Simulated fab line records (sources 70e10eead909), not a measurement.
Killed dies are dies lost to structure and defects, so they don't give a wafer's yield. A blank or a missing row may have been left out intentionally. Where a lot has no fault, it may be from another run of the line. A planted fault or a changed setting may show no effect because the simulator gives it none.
Matching of chambers    flow nand-harc    NHARC_P_M2_PRE_CLEAN_32 on pecvd-01 has 3 sister chambers
The step time 12 s. 16 wafers are shown with their chamber, then 8 later ones without.

WAFERS, EACH WITH ITS CHAMBER
wafer   chamber  heater-power-w (W)
L689.2  1        571
L689.4  0        711
L689.6  2        747
L695.1  1        542
L695.3  0        721
L695.6  1        549
L694.1  1        545
L694.2  2        760
L694.3  0        658
L698.1  1        529
L698.3  0        747
L698.6  2        732
L699.1  1        567
L699.2  2        731
L699.6  2        741
L702.1  0        662

SIGNATURES (averages over the wafers above)
reading         chamber 0  chamber 1  chamber 2  scatter within a chamber
heater-power-w  699.80     550.50     742.20     24.5
Rule: a wafer's distance from a chamber is the root of the sum, over the readings, of the square of ((its reading less the chamber's mean) divided by the reading's scatter). The wafer belongs to the nearest chamber; if the next one is less than 2 further off, it can't be placed. How the scatter is found: for the shown wafers, subtract from each reading the mean of its chamber, square and add these, divide the total by (wafers less chambers), then take the root.

WAFERS WITH NO CHAMBER GIVEN
wafer   heater-power-w (W)
L702.3  676
L702.5  547
L701.3  670
L701.5  558
L701.6  740
L710.2  744
L710.5  636
L710.6  455

WHICH CHAMBER EACH WENT THROUGH
wafer   from the rows above           in truth
L702.3  can't be placed: 0 or 2       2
L702.5  1                             1
L701.3  can't be placed: 0 or 2       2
L701.5  1                             1
L701.6  can't be placed: 2 or 0       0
L710.2  can't be placed: 2 or 0       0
L710.5  can't be placed: 0 or 1 or 2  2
L710.6  1                             1
3 of 8 placed correctly. Cannot be placed on the basis of these rows: 5; the candidates contain the true chamber in 5. 0 placed wrongly.
